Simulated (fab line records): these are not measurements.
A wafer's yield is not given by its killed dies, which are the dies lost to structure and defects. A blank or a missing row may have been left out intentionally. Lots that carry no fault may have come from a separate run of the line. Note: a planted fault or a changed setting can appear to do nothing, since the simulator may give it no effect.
fab line records	flow nand_harc
record: lots: 24	wafers: 72	last_day: 24
route steps=1159 shown P_GATE@175 P_CONTACT@238 P_M0@264 P_M1@296
lots that met no fault: taken from a fault-free run of the same line
start_h: hours from the record's opening day to when the first of the lot's shown wafers began	wait_h: hours elapsed since this lot's preceding step	" repeats the value in the row above	L1.1+2: several wafers, shown together as one row	- no value, or no start given	* or withheld: withheld	< > ~ a bound
route shown NAME@n: NAME is a module with steps in the file, n the number in the route of the first one	usual: mean and standard deviation over wafers with no fault	same: alike in all rows	chamber/n: place in a boat	sites: the reading at each site	_std_site: standard deviation across them	_edge_site: outer sites' mean less inner sites'	radius_mm: for every site, how far away it sits from the centre of the wafer	mask NAME#n: copy n	behind: the tool/chamber that last shaped the wafer	hold: cause of the lot's hold/its duration in hours/its outcome	device: names the non-switching transistor (n, p or np)	end of line: tests of these same wafers at the route's end	a step with no rows: only its recipe	killed: dies that structure and defects cost at the first sort, which is not the same as the wafer's yield	map: per-die view of a wafer (x killed, . not killed, _ where there is no die)
set.NAME: the run value of the setting; set.NAME@STEP: its run value at that earlier step	model.NAME: the simulator's own value behind a step, which no gauge read
one table for each step of the route and one row for each wafer, over a sample of lots
services: from which hour (start_h, from the record's first day; less than 0 if before it) a tool's chamber was out of use, for how many hours, and why
== steps ==
step: NHARC_P_GATE_STRIP_75
recipe: power_w: 1500	temp_c: 250	chemistry: O2
usual: drypump_motor_current_A: 5.49/0.28	heater_power_w: 358/12
lot.wafer	tool	chamber	start_h	wait_h	drypump_motor_current_A	heater_power_w	rf_hours_counter_h
L074.2	plasma_asher-02	0	100.88	0.2	5.68	384	28
L074.1	"	1	"	"	5.35	353	28
L074.3	"	0	"	"	5.70	381	-
L075.1	plasma_asher-02	0	101.25	0.2	5.65	374	28
L075.2	"	1	"	"	5.27	355	28
L075.4	"	0	"	"	5.67	368	-
L076.1	plasma_asher-02	1	113.47	0.2	5.25	350	35
L076.3	"	1	"	"	5.28	350	-
L076.6	"	1	"	"	5.26	351	-
L077.3	plasma_asher-01	1	115.60	0.2	5.81	360	-
L077.4	"	0	"	"	5.19	342	-
L077.6	"	1	"	"	5.81	361	-
L079.2	plasma_asher-02	0	128.77	0.2	5.66	379	39
L079.4	"	0	"	"	5.68	378	-
L079.6	"	1	"	"	5.31	342	-
L078.2	plasma_asher-01	1	129.21	0.3	5.84	365	4
L078.3	"	1	"	"	5.85	366	-
L078.6	"	1	"	"	5.82	356	-
L080.1	plasma_asher-01	0	142.23	0.2	5.17	360	9
L080.4	"	0	"	"	5.18	342	-
L080.6	"	0	"	"	5.16	344	-
L081.1	plasma_asher-02	0	142.42	0.3	5.70	388	45
L081.4	"	1	"	"	5.25	339	-
L081.5	"	0	"	"	5.65	377	-
L084.1	plasma_asher-01	0	154.42	0.2	5.17	344	13
L084.3	"	0	"	"	5.17	349	-
L084.6	"	1	"	"	5.81	363	-
L083.1	plasma_asher-02	1	154.64	0.2	5.28	349	49
L083.3	"	0	"	"	5.68	375	-
L083.6	"	0	"	"	5.67	372	-
L082.1	plasma_asher-02	0	155.72	0.2	5.67	373	49
L082.4	"	1	"	"	5.29	340	-
L082.5	"	0	"	"	5.69	385	-
L087.4	plasma_asher-02	0	180.23	0.2	5.66	375	-
L087.6	"	0	"	"	5.69	374	-
L087.5	"	1	"	"	5.28	347	-
L088.1	plasma_asher-01	0	181.52	0.2	5.19	342	22
L088.2	"	1	"	"	5.80	368	22
L088.5	"	0	"	"	5.19	344	-
L085.1	plasma_asher-01	0	182.80	0.2	5.17	340	23
L085.3	"	1	"	"	5.83	369	-
L085.4	"	0	"	"	5.16	351	-
L086.1	plasma_asher-01	1	187.33	0.3	5.89	372	27
L086.2	"	0	"	"	5.15	342	27
L086.3	"	0	"	"	5.15	349	-
L089.2	plasma_asher-01	0	194.00	0.3	5.20	343	30
L089.3	"	0	"	"	5.17	341	-
L089.6	"	0	"	"	5.17	343	-
L090.1	plasma_asher-01	1	198.92	0.3	5.83	362	32
L090.2	"	0	"	"	5.19	344	32
L090.5	"	1	"	"	5.80	363	-
L092.1	plasma_asher-01	1	203.06	0.2	5.79	363	35
L092.2	"	0	"	"	5.17	335	35
L092.3	"	1	"	"	5.83	369	-
L091.2	plasma_asher-02	1	203.29	0.2	5.28	358	0
L091.4	"	0	"	"	5.68	367	-
L091.6	"	1	"	"	5.29	353	-
L093.2	plasma_asher-01	0	212.70	0.3	5.16	349	38
L093.5	"	0	"	"	5.18	347	-
L093.6	"	1	"	"	5.85	362	-
L094.4	plasma_asher-01	1	219.83	0.2	5.81	352	-
L094.6	"	1	"	"	5.81	361	-
L094.5	"	0	"	"	5.18	343	-
L096.4	plasma_asher-01	0	230.58	0.2	5.14	338	-
L096.5	"	0	"	"	5.16	345	-
L096.6	"	1	"	"	5.83	359	-
L095.1	plasma_asher-02	0	230.84	0.3	5.70	368	7
L095.2	"	1	"	"	5.23	367	7
L095.5	"	1	"	"	5.26	357	-
L097.1	plasma_asher-02	0	235.19	0.2	5.70	367	10
L097.4	"	0	"	"	5.67	356	-
L097.6	"	1	"	"	5.31	354	-
step: NHARC_P_CONTACT_ETCH_18
recipe: target_depth_a: 4810	time_s: 240.5	c4f8_flow_sccm: 20	o2_flow_sccm: 10	ar_flow_sccm: withheld	rf_w: 600	bias_w: 1500	chemistry: C4F8/O2/Ar
usual: oes_product_au: 0.960/0.017	rf_vpp_V: 979/5.8
lot.wafer	tool	chamber	start_h	wait_h	oes_product_au	rf_hours_counter_h	rf_vpp_V
L074.3	rie_diel-12	1	-	-	0.937	6	976
L074.1	"	3	"	"	0.927	6	970
L074.2	"	0	"	"	0.939	7	988
L075.4	rie_diel-12	3	-	-	0.948	6	970
L075.1	"	0	"	"	0.939	7	986
L075.2	"	1	"	"	0.949	7	977
L076.3	rie_diel-06	3	-	-	0.946	6	979
L076.1	"	0	"	"	0.983	3	974
L076.6	"	0	"	"	0.987	-	975
L077.4	rie_diel-06	1	-	-	0.918	7	981
L077.3	"	2	"	"	0.923	5	987
L077.6	"	0	"	"	0.921	-	973
L079.2	rie_diel-12	3	-	-	0.939	8	968
L079.6	"	2	"	"	0.946	-	979
L079.4	"	3	"	"	0.944	-	969
L078.3	rie_diel-06	2	-	-	0.981	6	986
L078.2	"	0	"	"	0.965	5	973
L078.6	"	2	"	"	0.985	-	988
L080.1	rie_diel-12	2	-	-	0.972	12	981
L080.4	"	3	"	"	0.980	11	969
L080.6	"	1	"	"	0.959	-	977
L081.4	rie_diel-06	1	-	-	0.952	11	980
L081.1	"	3	"	"	0.941	10	980
L081.5	"	2	"	"	0.953	-	986
L084.1	rie_diel-06	1	-	-	0.973	11	982
L084.3	"	2	"	"	0.977	10	986
L084.6	"	0	"	"	0.993	-	974
L083.3	rie_diel-12	0	-	-	0.956	12	986
L083.1	"	3	"	"	0.963	11	968
L083.6	"	0	"	"	0.956	-	985
L082.4	rie_diel-06	2	-	-	0.972	10	986
L082.1	"	3	"	"	0.969	12	979
L082.5	"	2	"	"	0.977	-	987
L087.4	rie_diel-12	2	-	-	0.977	15	981
L087.6	"	2	"	"	0.975	-	981
L087.5	"	3	"	"	0.975	-	970
L088.1	rie_diel-12	3	-	-	0.979	14	969
L088.2	"	1	"	"	0.958	14	975
L088.5	"	3	"	"	0.979	-	969
L085.4	rie_diel-02	1	-	-	0.966	12	984
L085.3	"	2	"	"	0.956	11	983
L085.1	"	0	"	"	0.979	12	990
L086.1	rie_diel-12	1	-	-	0.947	14	976
L086.2	"	3	"	"	0.962	15	968
L086.3	"	0	"	"	0.962	15	986
L089.3	rie_diel-12	3	-	-	0.971	15	969
L089.2	"	0	"	"	0.954	16	986
L089.6	"	2	"	"	0.983	-	980
L090.1	rie_diel-02	1	-	-	0.952	19	985
L090.2	"	2	"	"	0.945	18	981
L090.5	"	3	"	"	0.970	-	972
L092.1	rie_diel-06	1	-	-	0.975	18	981
L092.2	"	2	"	"	0.965	16	986
L092.3	"	3	"	"	0.952	18	979
L091.2	rie_diel-02	2	-	-	0.952	19	981
L091.4	"	3	"	"	0.985	19	974
L091.6	"	1	"	"	0.953	-	983
L093.2	rie_diel-12	0	-	-	0.973	1	985
L093.5	"	1	"	"	0.959	-	975
L093.6	"	2	"	"	0.977	-	982
L094.4	rie_diel-06	2	-	-	0.967	19	986
L094.6	"	0	"	"	0.983	-	973
L094.5	"	1	"	"	0.972	-	979
L096.4	rie_diel-12	1	-	-	0.944	3	975
L096.5	"	2	"	"	0.951	-	981
L096.6	"	3	"	"	0.940	-	969
L095.2	rie_diel-06	1	-	-	0.953	22	980
L095.1	"	3	"	"	0.962	21	978
L095.5	"	2	"	"	0.979	-	985
L097.4	rie_diel-12	3	-	-	0.979	3	970
L097.1	"	2	"	"	0.950	4	982
L097.6	"	3	"	"	0.974	-	971
step: NHARC_P_CONTACT_DEGAS_38
recipe: temp_c: 300	time_s: 60
usual: heater_power_w: 460/54
lot.wafer	tool	chamber	start_h	wait_h	heater_power_w
L074.1	pvd_sputter-02	-	110.45	-	408
L074.3	"	-	"	"	474
L074.2	"	-	"	"	456
L075.2	pvd_sputter-02	-	111.54	-	552
L075.4	"	-	"	"	461
L075.1	"	-	"	"	410
L076.3	pvd_sputter-02	-	122.36	-	466
L076.1	"	-	"	"	409
L076.6	"	-	"	"	562
L077.3	pvd_sputter-03	-	125.41	-	412
L077.4	"	-	"	"	433
L077.6	"	-	"	"	498
L079.2	pvd_sputter-03	-	137.77	-	414
L079.4	"	-	"	"	497
L079.6	"	-	"	"	406
L078.2	pvd_sputter-01	-	138.52	-	484
L078.3	"	-	"	"	490
L078.6	"	-	"	"	347
L080.4	pvd_sputter-01	-	151.35	-	492
L080.1	"	-	"	"	469
L080.6	"	-	"	"	347
L081.4	pvd_sputter-03	-	151.56	-	435
L081.1	"	-	"	"	406
L081.5	"	-	"	"	436
L084.1	pvd_sputter-03	-	163.63	-	409
L084.3	"	-	"	"	426
L084.6	"	-	"	"	411
L083.1	pvd_sputter-02	-	164.08	-	476
L083.3	"	-	"	"	406
L083.6	"	-	"	"	549
L082.4	pvd_sputter-03	-	164.95	-	434
L082.1	"	-	"	"	410
L082.5	"	-	"	"	512
L087.4	pvd_sputter-02	-	189.12	-	422
L087.6	"	-	"	"	396
L087.5	"	-	"	"	485
L088.2	pvd_sputter-03	-	191.07	-	440
L088.1	"	-	"	"	420
L088.5	"	-	"	"	514
L085.3	pvd_sputter-01	-	192.09	-	504
L085.4	"	-	"	"	350
L085.1	"	-	"	"	459
L086.2	pvd_sputter-02	-	196.53	-	470
L086.1	"	-	"	"	390
L086.3	"	-	"	"	488
L089.3	pvd_sputter-02	-	203.50	-	559
L089.2	"	-	"	"	407
L089.6	"	-	"	"	476
L090.1	pvd_sputter-03	-	208.17	-	433
L090.2	"	-	"	"	417
L090.5	"	-	"	"	425
L092.2	pvd_sputter-03	-	212.27	-	434
L092.1	"	-	"	"	418
L092.3	"	-	"	"	511
L091.2	pvd_sputter-01	-	213.03	-	353
L091.4	"	-	"	"	493
L091.6	"	-	"	"	348
L093.2	pvd_sputter-01	-	222.43	-	493
L093.5	"	-	"	"	349
L093.6	"	-	"	"	467
L094.4	pvd_sputter-03	-	229.12	-	427
L094.6	"	-	"	"	437
L094.5	"	-	"	"	408
L096.4	pvd_sputter-01	-	239.67	-	356
L096.6	"	-	"	"	448
L096.5	"	-	"	"	509
L095.2	pvd_sputter-02	-	240.51	-	525
L095.1	"	-	"	"	493
L095.5	"	-	"	"	550
L097.1	pvd_sputter-02	-	244.29	-	501
L097.4	"	-	"	"	479
L097.6	"	-	"	"	400
step: NHARC_P_M0_OVL_MEAS_10
recipe: pitch_nm: 180
usual: overlay_x_nm: -0.2/1.1	overlay_y_nm: 0.0/0.86
lot.wafer	tool	chamber	start_h	wait_h	overlay_x_nm	overlay_y_nm
L074.1	overlay-01	-	113.03	-	-1.5	-0.1
L074.2	"	-	"	"	-1.8	-0.2
L074.3	"	-	"	"	-1.2	-0.5
L075.1	overlay-01	-	116.75	-	-1.9	-0.7
L075.2	"	-	"	"	-2.3	-0.4
L075.4	"	-	"	"	-2.5	-0.9
L076.1	overlay-02	-	126.68	-	0.8	-0.7
L076.3	"	-	"	"	0.0	-0.7
L076.6	"	-	"	"	-0.2	-1.0
L077.3	overlay-01	-	130.29	-	-1.7	-2.1
L077.4	"	-	"	"	-1.4	-1.6
L077.6	"	-	"	"	-1.5	-1.9
L079.2	overlay-01	-	143.57	-	-0.7	0.2
L079.4	"	-	"	"	-0.7	-0.3
L079.6	"	-	"	"	-0.8	0.2
L078.2	overlay-02	-	144.24	-	0.4	0.8
L078.3	"	-	"	"	0.0	1.2
L078.6	"	-	"	"	0.4	0.6
L080.1	overlay-02	-	157.33	-	0.9	0.9
L080.4	"	-	"	"	0.7	1.3
L080.6	"	-	"	"	1.3	0.8
L081.1	overlay-02	-	157.89	-	0.0	0.1
L081.4	"	-	"	"	-0.6	-0.4
L081.5	"	-	"	"	-0.3	0.1
L084.1	overlay-02	-	166.60	-	0.4	1.1
L084.3	"	-	"	"	0.6	0.9
L084.6	"	-	"	"	1.1	0.7
L083.1	overlay-02	-	170.01	-	-1.6	-1.9
L083.3	"	-	"	"	-1.2	-1.3
L083.6	"	-	"	"	-0.8	-1.6
L082.1	overlay-01	-	171.29	-	0.5	-0.1
L082.4	"	-	"	"	0.3	-0.3
L082.5	"	-	"	"	0.5	-0.1
L087.4	overlay-02	-	195.58	-	-0.4	0.2
L087.5	"	-	"	"	-0.3	0.2
L087.6	"	-	"	"	-0.6	-0.1
L088.1	overlay-01	-	201.87	-	-1.4	1.4
L088.2	"	-	"	"	-2.4	1.0
L088.5	"	-	"	"	-1.4	1.1
L085.1	overlay-01	-	202.42	-	1.1	-0.9
L085.3	"	-	"	"	1.2	-1.0
L085.4	"	-	"	"	0.8	-1.3
L086.1	overlay-02	-	203.20	-	-0.5	0.0
L086.2	"	-	"	"	0.3	1.0
L086.3	"	-	"	"	0.7	0.3
L089.2	overlay-02	-	205.98	-	0.2	-0.8
L089.3	"	-	"	"	-0.2	0.0
L089.6	"	-	"	"	0.7	-0.8
L090.1	overlay-02	-	212.74	-	-0.8	0.2
L090.2	"	-	"	"	-0.7	-0.2
L090.5	"	-	"	"	-0.7	0.5
L092.1	overlay-01	-	214.76	-	2.9	-0.4
L092.2	"	-	"	"	2.5	-0.2
L092.3	"	-	"	"	2.8	0.0
L091.2	overlay-02	-	215.60	-	0.0	0.0
L091.4	"	-	"	"	0.2	-0.1
L091.6	"	-	"	"	0.0	0.0
L093.2	overlay-02	-	227.19	-	0.0	0.0
L093.5	"	-	"	"	-0.6	0.2
L093.6	"	-	"	"	-0.3	0.7
L094.4	overlay-02	-	233.26	-	0.6	0.1
L094.5	"	-	"	"	0.1	-0.7
L094.6	"	-	"	"	0.3	0.0
L096.4	overlay-02	-	242.04	-	-0.5	1.4
L096.5	"	-	"	"	-0.4	1.3
L096.6	"	-	"	"	-1.0	1.7
L095.1	overlay-02	-	243.01	-	0.8	0.9
L095.2	"	-	"	"	0.6	0.2
L095.5	"	-	"	"	1.0	0.7
L097.1	overlay-01	-	246.64	-	-0.4	1.2
L097.4	"	-	"	"	-0.6	0.9
L097.6	"	-	"	"	-0.4	1.0
step: NHARC_P_M0_ETCH_15
recipe: target_depth_a: 1500	overetch_a: 150	time_s: 82.5	c4f8_flow_sccm: withheld	ar_flow_sccm: 400	rf_w: 600	bias_w: 300	chemistry: C4F8/Ar
usual: oes_product_au: 0.955/0.02	rf_vpp_V: 439.2/2
lot.wafer	tool	chamber	start_h	wait_h	oes_product_au	rf_hours_counter_h	rf_vpp_V
L074.3	rie_diel-09	2	-	-	0.932	2	439.8
L074.2	"	3	"	"	0.957	2	436.9
L074.1	"	0	"	"	0.964	2	439.9
L075.2	rie_diel-09	2	-	-	0.961	2	439.6
L075.1	"	3	"	"	0.965	2	437.0
L075.4	"	1	"	"	0.959	2	438.1
L076.3	rie_diel-09	1	-	-	0.963	2	437.9
L076.1	"	2	"	"	0.955	2	438.3
L076.6	"	1	"	"	0.972	-	437.5
L077.3	rie_diel-01	0	-	-	0.904	10	436.9
L077.4	"	3	"	"	0.926	-	440.3
L077.6	"	0	"	"	0.904	-	438.2
L079.2	rie_diel-05	3	-	-	0.926	11	438.9
L079.4	"	1	"	"	0.913	10	439.5
L079.6	"	0	"	"	0.926	-	443.0
L078.3	rie_diel-05	2	-	-	0.940	10	439.8
L078.2	"	3	"	"	0.928	12	439.2
L078.6	"	1	"	"	0.914	-	439.0
L080.1	rie_diel-09	0	-	-	0.958	3	439.7
L080.4	"	1	"	"	0.946	3	437.5
L080.6	"	3	"	"	0.965	-	437.6
L081.4	rie_diel-05	0	-	-	0.982	11	444.2
L081.1	"	1	"	"	0.915	11	438.5
L081.5	"	2	"	"	0.924	-	440.1
L084.3	rie_diel-01	1	-	-	0.969	1	438.4
L084.1	"	0	"	"	0.956	1	437.0
L084.6	"	1	"	"	0.972	-	438.5
L083.1	rie_diel-01	0	-	-	0.985	2	438.1
L083.3	"	2	"	"	0.969	2	441.7
L083.6	"	1	"	"	0.958	-	439.6
L082.4	rie_diel-01	3	-	-	0.929	2	441.8
L082.1	"	0	"	"	0.932	2	438.9
L082.5	"	1	"	"	0.928	-	437.9
L087.4	rie_diel-09	0	-	-	0.967	5	439.4
L087.6	"	2	"	"	0.937	-	439.5
L087.5	"	3	"	"	0.977	-	436.8
L088.2	rie_diel-09	3	-	-	0.982	5	436.8
L088.1	"	0	"	"	0.949	5	438.9
L088.5	"	3	"	"	0.986	-	437.1
L085.4	rie_diel-05	0	-	-	0.956	1	444.8
L085.3	"	1	"	"	0.952	1	439.7
L085.1	"	2	"	"	0.969	1	440.3
L086.2	rie_diel-01	1	-	-	0.970	3	437.3
L086.3	"	2	"	"	0.977	3	443.6
L086.1	"	3	"	"	0.965	4	441.6
L089.2	rie_diel-01	1	-	-	0.981	3	437.5
L089.3	"	3	"	"	0.955	4	440.7
L089.6	"	0	"	"	0.985	-	437.9
L090.2	rie_diel-05	3	-	-	0.971	2	439.3
L090.1	"	1	"	"	0.959	2	438.7
L090.5	"	2	"	"	0.972	-	439.5
L092.3	rie_diel-05	3	-	-	0.960	2	439.2
L092.1	"	0	"	"	0.953	2	443.8
L092.2	"	1	"	"	0.963	2	439.5
L091.2	rie_diel-09	0	-	-	0.960	7	440.4
L091.4	"	1	"	"	0.958	6	438.5
L091.6	"	2	"	"	0.944	-	438.8
L093.2	rie_diel-01	0	-	-	0.964	6	438.1
L093.6	"	3	"	"	0.972	-	441.4
L093.5	"	0	"	"	0.962	-	437.8
L094.4	rie_diel-09	0	-	-	0.926	8	438.9
L094.5	"	0	"	"	0.919	-	439.3
L094.6	"	1	"	"	0.922	-	437.7
L096.4	rie_diel-09	3	-	-	0.957	8	436.6
L096.6	"	3	"	"	0.966	-	437.8
L096.5	"	0	"	"	0.977	-	438.0
L095.1	rie_diel-09	0	-	-	0.972	8	440.4
L095.2	"	1	"	"	0.984	7	437.6
L095.5	"	2	"	"	0.950	-	438.7
L097.4	rie_diel-09	1	-	-	0.982	8	437.8
L097.1	"	2	"	"	0.975	8	437.8
L097.6	"	0	"	"	0.962	-	439.2
step: NHARC_P_M1_OVL_MEAS_10
recipe: pitch_nm: 260
usual: overlay_x_nm: -0.1/1	overlay_y_nm: -0.1/0.61
lot.wafer	tool	chamber	start_h	wait_h	overlay_x_nm	overlay_y_nm
L074.1	overlay-02	-	117.53	-	-1.7	-0.8
L074.2	"	-	"	"	-1.4	-0.7
L074.3	"	-	"	"	-0.9	-1.0
L075.1	overlay-02	-	121.33	-	-0.4	0.0
L075.2	"	-	"	"	-0.6	1.1
L075.4	"	-	"	"	-1.1	0.6
L076.1	overlay-02	-	130.72	-	1.7	-0.3
L076.3	"	-	"	"	1.2	-0.6
L076.6	"	-	"	"	1.1	-0.8
L077.3	overlay-02	-	134.37	-	-0.5	-0.3
L077.4	"	-	"	"	-0.8	0.0
L077.6	"	-	"	"	-1.0	-0.3
L079.2	overlay-02	-	147.58	-	-0.3	1.0
L079.4	"	-	"	"	-0.3	1.2
L079.6	"	-	"	"	-0.3	0.9
L078.2	overlay-02	-	148.38	-	3.1	-0.2
L078.3	"	-	"	"	2.6	-1.2
L078.6	"	-	"	"	2.2	-0.5
L080.1	overlay-02	-	161.44	-	-1.4	-0.6
L080.4	"	-	"	"	-1.8	-0.8
L080.6	"	-	"	"	-1.2	-0.4
L081.1	overlay-01	-	162.07	-	1.6	-0.8
L081.4	"	-	"	"	0.8	0.2
L081.5	"	-	"	"	1.2	-0.3
L084.1	overlay-01	-	170.62	-	0.8	1.0
L084.3	"	-	"	"	0.9	0.8
L084.6	"	-	"	"	0.4	1.0
L083.1	overlay-01	-	174.40	-	0.7	-0.3
L083.3	"	-	"	"	0.3	-0.2
L083.6	"	-	"	"	-0.2	-0.1
L082.1	overlay-01	-	175.52	-	0.5	-0.3
L082.4	"	-	"	"	0.2	0.7
L082.5	"	-	"	"	0.4	0.6
L087.4	overlay-01	-	199.63	-	0.7	0.5
L087.5	"	-	"	"	0.8	-0.3
L087.6	"	-	"	"	0.7	-0.3
L088.1	overlay-01	-	205.82	-	-0.3	0.5
L088.2	"	-	"	"	-0.6	1.1
L088.5	"	-	"	"	-0.2	1.0
L085.1	overlay-01	-	206.71	-	-0.9	1.3
L085.3	"	-	"	"	-1.0	0.9
L085.4	"	-	"	"	-0.2	0.7
L086.1	overlay-01	-	207.41	-	-0.5	0.0
L086.2	"	-	"	"	-0.1	-0.5
L086.3	"	-	"	"	-0.3	-0.4
L089.2	overlay-02	-	210.14	-	1.7	0.2
L089.3	"	-	"	"	1.4	0.1
L089.6	"	-	"	"	1.5	-0.3
L090.1	overlay-01	-	216.65	-	-0.7	-0.8
L090.2	"	-	"	"	-0.5	-0.7
L090.5	"	-	"	"	-0.2	-0.6
L092.1	overlay-02	-	218.79	-	-0.4	-0.3
L092.2	"	-	"	"	-0.6	0.2
L092.3	"	-	"	"	-0.4	-0.4
L091.2	overlay-02	-	219.66	-	-0.1	0.1
L091.4	"	-	"	"	-0.3	-0.3
L091.6	"	-	"	"	0.2	0.3
L093.2	overlay-02	-	231.53	-	-0.4	-1.5
L093.5	"	-	"	"	-1.3	-0.7
L093.6	"	-	"	"	-1.5	-1.0
L094.4	overlay-02	-	237.32	-	-0.1	0.1
L094.5	"	-	"	"	-0.9	0.0
L094.6	"	-	"	"	-1.1	0.0
L096.4	overlay-02	-	246.09	-	-1.1	0.2
L096.5	"	-	"	"	-0.1	-0.3
L096.6	"	-	"	"	-0.8	-0.1
L095.1	overlay-02	-	246.92	-	-0.2	0.2
L095.2	"	-	"	"	-0.6	-0.6
L095.5	"	-	"	"	-0.1	-0.5
L097.1	overlay-02	-	250.73	-	-0.1	0.2
L097.4	"	-	"	"	-0.9	-0.1
L097.6	"	-	"	"	-0.4	0.1
== services ==
tool	chamber	start_h	hours	kind
rie_diel-09	-	77.10	9.0	pm
rie_diel-06	2	83.73	9.7	repair
plasma_asher-02	-	89.74	0.6	repair
rie_diel-06	-	93.00	0.3	repair
rie_diel-05	0	96.03	2.9	repair
plasma_asher-01	-	99.20	9.0	pm
rie_diel-12	3	100.37	3.9	repair
pvd_sputter-03	-	102.00	10.0	pm
plasma_asher-01	-	116.42	2.0	repair
rie_diel-12	1	117.55	19.1	repair
rie_diel-01	2	129.31	4.3	repair
pvd_sputter-03	-	134.27	2.5	repair
rie_diel-09	-	137.06	8.3	repair
rie_diel-01	-	137.82	9.0	pm
pvd_sputter-01	-	147.75	1.7	repair
rie_diel-02	-	150.80	9.0	pm
pvd_sputter-01	-	158.00	10.0	pm
rie_diel-05	-	163.60	9.0	pm
pvd_sputter-03	-	170.77	1.7	repair
plasma_asher-02	-	193.21	9.6	repair
rie_diel-12	-	202.47	9.0	pm
pvd_sputter-02	-	214.00	10.0	pm
plasma_asher-02	-	217.97	6.6	repair
rie_diel-06	-	241.20	9.0	pm
== key ==
fault none
